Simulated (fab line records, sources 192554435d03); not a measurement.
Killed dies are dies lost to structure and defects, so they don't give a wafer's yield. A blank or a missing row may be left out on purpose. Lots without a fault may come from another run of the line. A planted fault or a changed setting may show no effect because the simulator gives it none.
fab line records | flow n5_finfet
record lots=6 wafers=18 last_day=15
route steps=1938 shown BEOL_M8@1337
lots that met no fault: from a run of the same line without faults
start_h: hours from the record's first day to the start of the lot's first wafer shown | wait_h: hours since the lot's step before | " the same as in the row above | L1.1+2: a row that stands for several wafers | - no value, or no start given | * or withheld: withheld | < > ~ a bound
route shown NAME@n: a module of which the file shows steps, and the number in the route of the first | usual: mean/standard deviation of fault-free wafers | same: alike in all rows | chamber/n: place in a boat | sites: the reading at each site | _std_site: their standard deviation | _edge_site: outer sites' mean less inner sites' | radius_mm: how far each site lies from the wafer's centre | mask NAME#n: copy n | behind: the tool/chamber that last shaped the wafer | hold: why the lot was held/for how many hours/how that ended | device: the transistor (n, p or np) that didn't switch | end of line: the same wafers' tests at the end of the route | a step without rows: its recipe alone | killed: dies lost to structure and defects at the first sort, not the wafer's yield | map: a wafer's dies, x killed, . not, _ none there
set.NAME: the setting as run; set.NAME@STEP: as run at that earlier step | model.NAME: the simulator's own value behind a step, which no gauge read
lots at some steps of the route; a table a step, a row a wafer
services: from which hour (start_h, from the record's first day; less than 0 if before it) a tool's chamber was out of use, for how many hours, and why
## steps
# step N5_BEOL_M8_COAT_59
# recipe resist=SOC temp_c=250 time_s=60 spin_rpm=1500 resist_thk_nm=100
# step N5_BEOL_M8_COAT_60
# recipe resist=SiARC temp_c=220 time_s=60 spin_rpm=1500 resist_thk_nm=35
# step N5_BEOL_M8_COAT_05
# recipe resist=CAR-ArF spin_rpm=1500 resist_thk_nm=90
# step N5_BEOL_M8_EBR_07
# recipe solvent=PGMEA ebr_width_mm=1.5
# step N5_BEOL_M8_SOFTBAKE_06
# recipe temp_c=110 time_s=60 resist=CAR-ArF
# step N5_BEOL_M8_EXPOSE_08
# recipe mask_id=M8 na=1.35 source_shape=dipole sigma_inner=0.817 sigma_outer=0.97 polarization=te dose_mj=68.25
# step N5_BEOL_M8_PEB_09
# recipe peb_temp_c=withheld peb_time_s=60 resist=CAR-ArF
# step N5_BEOL_M8_DEVELOP_10
# recipe develop_time_s=30 developer=TMAH resist=CAR-ArF rinse_liquid=diw dry=air_spin dev_temp_c=23
# step N5_BEOL_M8_CD_MEAS_11
# recipe target_cd_nm=38.5 landing_energy_ev=500 detector=se_inlens polarity=opening
# usual cd_nm=38.2/0.49
# columns lot.wafer tool chamber start_h wait_h cd_nm
L854.2 cd_sem-02 0 210.16 - 38.2
L854.5 " 0 " " 38.3
L854.6 " 0 " " 38.9
L856.1 cd_sem-02 0 228.97 - 37.7
L856.3 " 0 " " 38.2
L856.4 " 0 " " 37.8
L865.2 cd_sem-01 0 290.36 - 39.0
L865.5 " 0 " " 38.7
L865.6 " 0 " " 38.5
L868.2 cd_sem-01 0 290.72 - 38.7
L868.5 " 0 " " 38.2
L868.6 " 0 " " 38.3
L871.1 cd_sem-03 0 316.58 - 38.4
L871.2 " 0 " " 38.7
L871.3 " 0 " " 38.1
L873.2 cd_sem-02 0 324.96 - 38.4
L873.3 " 0 " " 38.9
L873.5 " 0 " " 38.8
# step N5_BEOL_M8_OVL_MEAS_12
# recipe points_per_wafer=44
# usual M8_OVL=0.3/0.62
# columns lot.wafer tool chamber start_h wait_h M8_OVL[nm]
L854.2 overlay-01 0 210.19 0.0 -0.1
L854.5 " 0 " " -0.3
L854.6 " 0 " " 0.1
L856.1 overlay-01 0 229.00 0.0 0.8
L856.3 " 0 " " 0.4
L856.4 " 0 " " 0.2
L865.2 overlay-01 0 290.39 0.0 0.8
L865.5 " 0 " " 0.2
L865.6 " 0 " " 0.3
L868.2 overlay-02 0 290.75 0.0 -0.1
L868.5 " 0 " " 0.5
L868.6 " 0 " " 0.2
L871.1 overlay-01 0 316.61 0.0 0.8
L871.2 " 0 " " 0.5
L871.3 " 0 " " 0.0
L873.2 overlay-02 0 324.99 0.0 0.7
L873.3 " 0 " " -0.2
L873.5 " 0 " " -0.9
# step N5_BEOL_M8_INSPECT_13
# recipe mode=adi inspect_instrument=brightfield
# usual raw_defect_count=403/90
# columns lot.wafer tool chamber start_h wait_h raw_defect_count
L854.2 defect_inspect-01 - 210.22 0.0 308
L854.5 " - " " 279
L854.6 " - " " 221
L856.1 defect_inspect-02 - 229.02 0.0 195
L856.3 " - " " 286
L856.4 " - " " 379
L865.2 defect_inspect-01 - 290.41 0.0 335
L865.5 " - " " 331
L865.6 " - " " 435
L868.2 defect_inspect-02 - 290.78 0.0 361
L868.5 " - " " 529
L868.6 " - " " 378
L871.1 defect_inspect-02 - 316.63 0.0 567
L871.2 " - " " 342
L871.3 " - " " 367
L873.2 defect_inspect-01 - 325.01 0.0 342
L873.3 " - " " 306
L873.5 " - " " 422
# step N5_BEOL_M8_DESCUM_16
# recipe chemistry=O2 time_s=7.9 source_power_w=50 bias_power_w=20 pressure_mtorr=20 rf_frequency_hz=2.712e+07 temp_c=40 resist=CAR-ArF o2_flow_sccm=225
# usual chamber_pressure_mTorr=19.999/0.017 drypump_motor_current_A=5.6/0.52 oes_product_au=0.78/0.088 rf_vpp_V=242.7/1.4 showerhead_plenum_p_Torr=2.07/0.073 throttle_valve_pct=20.54/0.21
# columns lot.wafer tool chamber start_h wait_h chamber_pressure_mTorr drypump_motor_current_A oes_product_au rf_hours_counter_h rf_vpp_V showerhead_plenum_p_Torr throttle_valve_pct
L854.2 rie_diel-06 1 210.25 0.0 19.993 5.6 0.72 193 239.7 1.92 20.77
L854.5 " 2 " " 19.983 5.6 0.90 - 243.0 2.14 20.25
L854.6 " 3 " " 19.989 5.1 0.90 - 242.2 2.06 20.32
L856.1 rie_diel-05 3 229.44 0.4 19.994 5.4 0.74 184 241.9 2.08 20.54
L856.3 " 2 " " 20.024 6.5 0.77 146 243.7 2.09 20.36
L856.4 " 0 " " 20.001 5.7 0.71 200 242.8 2.08 20.83
L865.2 rie_diel-05 3 290.45 0.0 19.992 5.4 0.72 208 243.3 2.08 20.56
L865.5 " 0 " " 19.979 5.8 0.70 - 241.8 2.07 20.88
L865.6 " 3 " " 19.972 5.4 0.73 - 242.0 2.08 20.57
L868.2 rie_diel-04 3 290.81 0.0 20.011 4.9 0.70 197 242.5 2.00 20.78
L868.5 " 0 " " 20.023 6.0 0.72 - 244.7 2.17 20.57
L868.6 " 3 " " 19.975 4.9 0.69 - 241.6 2.00 20.78
L871.1 rie_diel-04 3 316.67 0.0 20.019 4.9 0.69 205 242.4 1.99 20.79
L871.2 " 1 " " 19.999 5.8 0.80 95 242.9 2.11 20.69
L871.3 " 0 " " 19.996 6.0 0.71 181 243.8 2.17 20.56
L873.2 rie_diel-06 1 325.25 0.2 19.999 5.6 0.69 235 239.7 1.91 20.83
L873.3 " 2 " " 19.992 5.6 0.83 71 241.7 2.12 20.32
L873.5 " 1 " " 20.012 5.6 0.69 - 239.5 1.91 20.83
# step N5_BEOL_M8_ETCH_61
# recipe chemistry=CF4 target=SiARC target_depth_a=455 mask_material=CAR-ArF time_s=75.8 ion_energy_ev=80 pressure_mtorr=40 source_w=545 bias_w=36 Ar_flow_sccm=100 cf4_flow_sccm=100 ends=cleared
# usual bias_w=36.00/0.097 cf4_flow_sccm=100.02/0.29 chamber_pressure_mTorr=40.00/0.039 drypump_motor_current_A=5.6/0.52 etch_rf_on_time_s=74.8/2.1 oes_product_au=0.67/0.074 rf_vpp_V=183.8/1.3 showerhead_plenum_p_Torr=2.11/0.073 throttle_valve_pct=15.69/0.23
# columns lot.wafer tool chamber start_h wait_h bias_w cf4_flow_sccm chamber_pressure_mTorr drypump_motor_current_A etch_rf_on_time_s oes_product_au rf_hours_counter_h rf_vpp_V showerhead_plenum_p_Torr throttle_valve_pct model.CAR-ArF_of_BEOL_M8_COAT_05.thk_nm
L854.2 rie_diel-06 1 210.29 0.0 35.93 100.31 39.95 5.6 75.3 0.62 193 181.9 1.97 15.84 51
L854.5 " 2 " " 35.97 99.92 40.02 5.6 72.4 0.77 - 183.6 2.17 15.34 50.8
L854.6 " 3 " " 36.01 99.82 40.07 5.1 73.3 0.77 - 184.3 2.09 15.37 50.8
L856.1 rie_diel-05 3 229.48 0.0 36.08 99.90 39.99 5.4 71.4 0.66 184 184.2 2.12 15.63 50.8
L856.3 " 2 " " 36.07 100.22 40.01 6.5 74.0 0.67 146 184.0 2.13 15.55 51
L856.4 " 0 " " 36.09 99.82 39.99 5.8 77.5 0.62 200 184.1 2.11 15.92 51
L865.2 rie_diel-05 3 290.48 0.0 36.17 100.15 39.96 5.4 71.8 0.63 208 182.4 2.11 15.67 50.8
L865.5 " 0 " " 36.04 100.09 39.99 5.7 77.4 0.60 - 183.2 2.10 15.97 50.8
L865.6 " 3 " " 36.05 100.03 40.04 5.4 72.4 0.64 - 185.2 2.11 15.66 50.6
L868.2 rie_diel-04 3 290.85 0.0 35.94 100.07 40.01 4.9 74.2 0.61 197 182.6 2.04 15.92 50.8
L868.5 " 0 " " 35.92 100.13 40.02 6.0 75.1 0.62 - 184.1 2.22 15.81 51
L868.6 " 3 " " 36.02 99.73 39.97 4.9 74.0 0.60 - 184.0 2.04 15.90 50.8
L871.1 rie_diel-04 3 316.70 0.0 - - - - - - - - - - 83.6
L871.2 " 1 " " - - - - - - - - - - 83.4
L871.3 " 0 " " - - - - - - - - - - 83.8
L873.2 rie_diel-06 1 325.28 0.0 - - - - - - - - - - 83
L873.3 " 2 " " - - - - - - - - - - 83.2
L873.5 " 1 " " - - - - - - - - - - 83.4
# step N5_BEOL_M8_ETCH_62
# recipe chemistry=N2/H2 target=SOC target_depth_a=1100 overetch_a=220 mask_material=SiARC temp_c=40 time_s=165 ion_energy_ev=200 pressure_mtorr=30 source_w=840 bias_w=150 n2_flow_sccm=200 h2_flow_sccm=200
# usual bias_w=150.0/0.42 chamber_pressure_mTorr=29.998/0.028 drypump_motor_current_A=5.6/0.52 h2_flow_sccm=199.9/0.53 oes_product_au=0.66/0.071 rf_vpp_V=523.1/2.7 showerhead_plenum_p_Torr=2.51/0.093 throttle_valve_pct=17.92/0.24
# columns lot.wafer tool chamber start_h wait_h bias_w chamber_pressure_mTorr drypump_motor_current_A h2_flow_sccm oes_product_au rf_hours_counter_h rf_vpp_V showerhead_plenum_p_Torr throttle_valve_pct
L854.2 rie_diel-06 1 210.34 0.0 150.7 30.006 5.6 199.9 0.61 193 516.6 2.31 17.92
L854.5 " 2 " " 149.4 29.984 5.6 199.6 0.75 - 525.4 2.57 17.44
L854.6 " 3 " " 149.9 30.008 5.1 199.4 0.75 - 522.0 2.49 17.69
L856.1 rie_diel-05 3 229.53 0.0 150.5 29.960 5.4 199.9 0.63 185 523.9 2.51 17.70
L856.3 " 2 " " 149.7 30.008 6.5 199.9 0.66 146 523.9 2.55 17.78
L856.4 " 0 " " 150.6 30.017 5.8 200.1 0.62 200 523.2 2.52 18.29
L865.2 rie_diel-05 3 290.54 0.0 149.2 30.023 5.4 200.4 0.61 208 522.5 2.50 17.73
L865.5 " 0 " " 150.0 29.995 5.7 199.5 0.60 - 522.7 2.51 18.31
L865.6 " 3 " " 149.7 30.061 5.4 198.7 0.62 - 522.2 2.50 17.74
L868.2 rie_diel-04 3 290.90 0.0 150.1 29.970 4.9 198.9 0.59 197 521.8 2.42 18.17
L868.5 " 0 " " 149.8 29.974 6.0 200.7 0.61 - 527.0 2.65 18.18
L868.6 " 3 " " 149.8 30.008 4.9 199.3 0.60 - 521.3 2.42 18.16
L871.1 rie_diel-04 3 316.76 0.0 149.7 30.009 4.9 199.6 0.26 205 519.8 2.42 18.12
L871.2 " 1 " " 150.3 29.980 5.8 200.5 0.30 96 525.0 2.56 18.05
L871.3 " 0 " " 149.3 29.991 6.0 199.8 0.27 181 525.0 2.65 18.15
L873.2 rie_diel-06 1 325.34 0.0 150.2 30.003 5.6 200.2 0.26 235 517.7 2.29 17.94
L873.3 " 2 " " 150.4 30.009 5.6 199.9 0.31 71 524.6 2.55 17.47
L873.5 " 1 " " 149.7 29.991 5.6 198.8 0.26 - 516.3 2.29 17.94
# step N5_BEOL_M8_STRIP_68
# recipe chemistry=N2/H2 temp_c=40 n2_flow_sccm=200 h2_flow_sccm=200 rf_frequency_hz=6e+07
# step N5_BEOL_M8_STRIP_67
# recipe chemistry=CF4 resist=SiARC power_w=300 bias_power_w=75 pressure_mtorr=50 cf4_flow_sccm=150 rf_frequency_hz=6e+07
# usual chamber_pressure_mTorr=49.99/0.058 drypump_motor_current_A=5.6/0.52 oes_product_au=0.78/0.084 rf_vpp_V=270.7/1.6 showerhead_plenum_p_Torr=1.77/0.061 throttle_valve_pct=13.66/0.24
# columns lot.wafer tool chamber start_h wait_h chamber_pressure_mTorr drypump_motor_current_A oes_product_au rf_hours_counter_h rf_vpp_V showerhead_plenum_p_Torr throttle_valve_pct
L854.2 rie_diel-06 1 210.49 0.0 50.00 5.6 0.73 193 269.6 1.65 13.84
L854.5 " 2 " " 50.00 5.6 0.88 - 270.8 1.83 13.35
L854.6 " 3 " " 49.98 5.1 0.88 - 269.4 1.75 13.31
L856.1 rie_diel-05 3 229.68 0.0 50.02 5.4 0.74 185 269.4 1.77 13.59
L856.3 " 2 " " 49.99 6.5 0.78 146 271.3 1.79 13.57
L856.4 " 0 " " 50.01 5.7 0.73 200 270.1 1.77 13.93
L865.2 rie_diel-05 3 290.68 0.0 50.04 5.4 0.72 208 269.8 1.76 13.64
L865.5 " 0 " " 50.01 5.8 0.71 - 270.1 1.76 13.97
L865.6 " 3 " " 49.99 5.4 0.72 - 270.8 1.76 13.64
L868.2 rie_diel-04 3 291.05 0.0 50.06 4.9 0.70 197 269.1 1.71 13.87
L868.5 " 0 " " 50.06 6.0 0.72 - 272.2 1.86 13.82
L868.6 " 3 " " 49.92 4.9 0.70 - 270.5 1.71 13.86
L871.1 rie_diel-04 3 316.90 0.0 49.98 4.9 0.69 205 268.2 1.70 13.88
L871.2 " 1 " " 49.91 5.8 0.81 96 272.1 1.81 13.81
L871.3 " 0 " " 50.02 6.1 0.73 182 271.4 1.86 13.82
L873.2 rie_diel-06 1 325.48 0.0 50.00 5.6 0.70 235 267.7 1.64 13.91
L873.3 " 2 " " 49.96 5.6 0.82 71 272.2 1.82 13.45
L873.5 " 1 " " 49.95 5.6 0.69 - 267.8 1.64 13.92
# step N5_BEOL_M8_HM_OPEN_17
# recipe chemistry=Cl2/BCl3 target_depth_a=200 overetch_a=60 target=TiN mask_material=SOC ion_energy_ev=150 pressure_mtorr=10 icp_w=1000 bias_w=126 Cl2_flow_sccm=53.25 bcl3_flow_sccm=21.75 Ar_flow_sccm=25
# usual bcl3_flow_sccm=21.74/0.071 chamber_pressure_mTorr=9.999/0.01 drypump_motor_current_A=5.5/0.31 oes_product_au=0.69/0.05 throttle_valve_pct=22.02/0.15
# columns lot.wafer tool chamber start_h wait_h bcl3_flow_sccm chamber_pressure_mTorr drypump_motor_current_A oes_product_au rf_hours_counter_h throttle_valve_pct
L854.2 rie_metal-02 1 210.53 0.0 21.64 10.018 5.7 0.76 7 22.15
L854.5 " 0 " " 21.73 9.976 5.5 0.65 - 21.82
L854.6 " 1 " " 21.62 9.996 5.8 0.77 - 22.13
L856.1 rie_metal-02 0 229.72 0.0 21.81 10.003 5.5 0.65 49 21.84
L856.3 " 0 " " 21.83 9.990 5.5 0.65 - 21.85
L856.4 " 1 " " 21.72 9.986 5.7 0.76 - 22.15
L865.2 rie_metal-03 1 290.72 0.0 21.74 9.996 5.2 0.74 18 21.80
L865.5 " 0 " " 21.70 9.984 6.0 0.63 - 22.07
L865.6 " 1 " " 21.75 9.992 5.1 0.75 - 21.81
L868.2 rie_metal-03 1 291.09 0.0 21.81 10.013 5.2 0.73 19 21.83
L868.5 " 1 " " 21.76 10.003 5.1 0.72 - 21.84
L868.6 " 0 " " 21.73 10.022 6.0 0.61 - 22.10
L871.1 rie_metal-02 0 316.94 0.0 21.77 9.983 5.4 0.28 57 22.51
L871.2 " 1 " " 21.70 10.000 5.8 0.31 16 22.83
L871.3 " 1 " " 21.72 9.996 5.8 0.31 - 22.82
L873.2 rie_metal-02 0 325.52 0.0 21.74 10.011 5.5 0.28 58 22.49
L873.3 " 0 " " 21.76 9.976 5.5 0.28 - 22.50
L873.5 " 0 " " 21.68 9.996 5.5 0.28 - 22.49
# step N5_BEOL_M8_STRIP_19
# recipe chemistry=O2 power_w=400 temp_c=40 pressure_mtorr=30 rf_frequency_hz=6e+07 bias_power_w=0 overash_fraction=0.2 o2_flow_sccm=225
# usual chamber_pressure_mTorr=30.00/0.033 drypump_motor_current_A=5.7/0.54 oes_product_au=0.77/0.08 rf_vpp_V=3.6/0.66 showerhead_plenum_p_Torr=2.08/0.073 throttle_valve_pct=16.80/0.21
# columns lot.wafer tool chamber start_h wait_h chamber_pressure_mTorr drypump_motor_current_A oes_product_au rf_hours_counter_h rf_vpp_V showerhead_plenum_p_Torr throttle_valve_pct
L854.2 rie_diel-04 3 210.68 0.1 30.01 4.8 0.72 169 3.8 2.01 16.94
L854.5 " 2 " " 29.94 4.8 0.70 - 2.7 2.16 16.83
L854.6 " 3 " " 29.94 4.9 0.72 - 3.5 2.01 16.94
L856.1 rie_diel-05 1 229.83 0.1 30.04 6.1 0.71 217 2.7 1.97 16.98
L856.3 " 3 " " 30.04 5.4 0.74 185 4.6 2.09 16.74
L856.4 " 0 " " 30.02 5.7 0.71 200 3.9 2.08 17.09
L865.2 rie_diel-06 3 290.84 0.1 30.04 5.1 0.86 51 2.7 2.05 16.59
L865.5 " 0 " " 29.99 6.5 0.94 - 2.8 2.05 16.37
L865.6 " 3 " " 29.96 5.1 0.86 - 3.6 2.05 16.58
L868.2 rie_diel-06 2 291.20 0.1 30.02 5.6 0.85 59 3.1 2.13 16.54
L868.5 " 1 " " 29.99 5.6 0.70 - 4.1 1.92 17.02
L868.6 " 2 " " 29.97 5.6 0.86 - 3.2 2.13 16.50
L871.1 rie_diel-04 3 317.06 0.1 30.02 4.9 0.69 206 3.2 2.00 17.03
L871.2 " 1 " " 30.00 5.8 0.80 96 4.0 2.11 16.90
L871.3 " 0 " " 30.01 6.1 0.72 182 3.9 2.17 16.86
L873.2 rie_diel-05 0 325.69 0.1 30.01 5.7 0.69 236 3.5 2.07 17.14
L873.3 " 2 " " 29.96 6.5 0.74 186 4.5 2.08 16.72
L873.5 " 0 " " 30.05 5.7 0.70 - 4.3 2.07 17.14
# step N5_BEOL_M8_CD_MEAS_18
# recipe pitch_nm=80 target_cd_nm=40
# usual cd_nm=39.8/0.55
# columns lot.wafer tool chamber start_h wait_h cd_nm
L854.2 cd_sem-01 - 210.75 0.1 39.7
L854.5 " - " " 40.1
L854.6 " - " " 40.5
L856.1 cd_sem-03 - 229.90 0.0 39.4
L856.3 " - " " 40.0
L856.4 " - " " 39.7
L865.2 cd_sem-03 - 290.91 0.1 40.1
L865.5 " - " " 40.5
L865.6 " - " " 40.3
L868.2 cd_sem-03 - 291.27 0.1 40.3
L868.5 " - " " 40.1
L868.6 " - " " 40.1
L871.1 cd_sem-03 - 317.13 0.0 -
L871.2 " - " " -
L871.3 " - " " -
L873.2 cd_sem-03 - 325.76 0.1 -
L873.3 " - " " -
L873.5 " - " " -
# step N5_BEOL_M8_COAT_63
# recipe resist=SOC temp_c=250 time_s=60 spin_rpm=1500 resist_thk_nm=60
## services
# columns tool chamber start_h hours kind
rie_diel-04 3 191.39 5.6 repair
rie_diel-06 0 204.57 - clean
rie_diel-06 0 204.57 - consumable_replace:focus_ring
rie_diel-06 0 204.57 14.5 scheduled_down
rie_diel-06 0 204.57 14.5 vent_cycle
rie_diel-05 - 219.24 0.6 repair
rie_diel-06 - 226.50 4.3 pm
rie_diel-06 2 244.62 10.0 repair
rie_diel-05 1 249.20 16.5 repair
rie_diel-04 3 277.18 5.2 repair
rie_metal-02 - 281.58 1.0 repair
rie_metal-02 - 293.50 1.4 pm
rie_diel-04 2 310.68 - clean
rie_diel-04 2 310.68 - consumable_replace:focus_ring
rie_diel-04 2 310.68 15.0 scheduled_down
rie_diel-04 2 310.68 15.0 vent_cycle
## key
first_sign step=N5_BEOL_M8_ETCH_61 reading=tool_record direction=missing
effect step=N5_BEOL_M8_ETCH_62 reading=oes_product_au direction=down sigmas=5.4 usual=0.66 struck=0.28
effect step=N5_BEOL_M8_HM_OPEN_17 reading=oes_product_au direction=down sigmas=8 usual=0.69 struck=0.29
effect step=N5_BEOL_M8_CD_MEAS_18 reading=cd_nm direction=missing
model_effect step=N5_BEOL_M8_ETCH_61 value=CAR-ArF_of_BEOL_M8_COAT_05.thk_nm without=50.83 struck=83.4
met_at N5_BEOL_M8_ETCH_61
struck_wafers L871.1,L871.2,L871.3,L873.2,L873.3,L873.5
later_rows_left_out L871.1,L871.2,L871.3,L873.2,L873.3,L873.5
sort_left_out L871.1,L871.2,L871.3,L873.2,L873.3,L873.5
onset_between 290.85 316.70
fault kind=skipped_step_whole tool=rie_diel-04,rie_diel-06 chamber=- onset_h=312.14 steps=N5_BEOL_M8_ETCH_61 scope=struck_lots_only
# sort_left_out: the simulated sort isn't trusted on such a fault, so these wafers' sort isn't shown, and their yield isn't known
# later_rows_left_out: the simulator's readings of these wafers behind a module that went badly wrong aren't trusted and aren't shown, but for the sort
